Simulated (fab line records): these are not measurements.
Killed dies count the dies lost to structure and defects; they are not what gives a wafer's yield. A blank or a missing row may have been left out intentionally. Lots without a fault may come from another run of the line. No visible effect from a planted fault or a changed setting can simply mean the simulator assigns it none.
Comparing a struck lot with a sound one :: flow nand harc :: 15 out of 1302 route steps
Sound: these wafers, L815.2, L815.3, L815.5. Wafers struck: L820.1, L820.2, L820.5. Last of all comes the cause.
Each step with rows lists, per side, the tool, then ch with its chambers, then its first start. Under that, the readings that differ: sound wafers :: struck wafers :: difference of the means :: sigmas: that difference in standard deviations of wafers without a fault.
alike: a reading whose means differ by less than 2 such deviations, as well as words and numbers matching on both sides. not compared: withheld readings; readings where some wafer has no value; bounds like >300 that might hide an equal value; numbers whose values overlap and for which the record gives no deviation.
A row with sigmas, a row that says differs or no value, or rows on one side alone: a step with any of these is where the two part. When numbers do not overlap yet have no deviation, they are printed without sigmas and do not part them. A reading missing from all wafers of one side parts the sides only when that side holds two or more wafers.

first, 1 step without rows for these wafers: NHARC_A_ONON_D1_DEP_00 (target thk 1000 nm).
NHARC_A_ONON_D1_THK_MEAS_02: measures by ellipsometry.
  sound: film metro-01 at day 10 03:33; struck: film metro-01 at day 12 01:47
  alike: thk nm
after that, 1 step with no rows for these wafers: NHARC_A_ONON_D1_DEP_03 (target thk 1000 nm).
NHARC_A_ONON_D1_THK_MEAS_05: measures by ellipsometry.
  sound: film metro-01 at day 10 04:07; struck: film metro-02 at day 12 02:22
  alike: thk nm
after that, 1 step with no rows for these wafers: NHARC_A_ONON_D1_DEP_06 (target thk 1000 nm).
NHARC_A_ONON_D1_THK_MEAS_08: measures by ellipsometry.
  sound: film metro-01 at day 10 04:40; struck: film metro-02 at day 12 02:56
reading: thk nm (nm)
sound: 1008 1007 1008
struck: 990 988 987
difference: -19
sigmas: -2
after that, 1 step with no rows for these wafers: NHARC_A_ONON_D1_DEP_09 (target thk 1000 nm).
NHARC_A_ONON_D1_THK_MEAS_11: measures by ellipsometry.
  sound: film metro-02 at day 10 05:14; struck: film metro-02 at day 12 03:30
  alike: thk nm
after that, 1 step with no rows for these wafers: NHARC_A_ONON_D1_DEP_12 (target thk 1000 nm).
NHARC_A_ONON_D1_THK_MEAS_14: measures by ellipsometry.
  sound: film metro-01 at day 10 05:49; struck: film metro-01 at day 12 04:05
  alike: thk nm
then, 1 step without rows for these wafers: NHARC_A_ONON_D1_ANNEAL_15 (time 3600 s).
NHARC_A_ONON_D1_DEP_16: target thk 1000 nm.
  sound on pecvd onon-04 ch 0, day 10 13:23; struck on pecvd onon-04 ch 0, day 12 11:51
NHARC_A_ONON_D1_THK_MEAS_18: measures by ellipsometry.
  sound: film metro-01 at day 10 13:50; struck: film metro-02 at day 12 12:22
reading: thk nm (nm)
sound: 1004 1004 1005
struck: 309 309 310
difference: -695
sigmas: -63
after that, 1 step with no rows for these wafers: NHARC_A_ONON_D1_DEP_19 (target thk 1000 nm).
-- break in the record here, with 16 days between the starts of the struck wafers on either side (left off in module A_ONON_D1, picked up again in module END, where the first step shown is number 1302 on the route) --
NHARC_END_SORT_01:
  here the record holds rows for the struck wafers (prober-01 ch 0, day 28 12:26) but none for the sound ones

== WHERE THEY PART ==
Earliest at NHARC_A_ONON_D1_THK_MEAS_08; latest, in this record, at NHARC_END_SORT_01.

WHY: what the simulator had put in
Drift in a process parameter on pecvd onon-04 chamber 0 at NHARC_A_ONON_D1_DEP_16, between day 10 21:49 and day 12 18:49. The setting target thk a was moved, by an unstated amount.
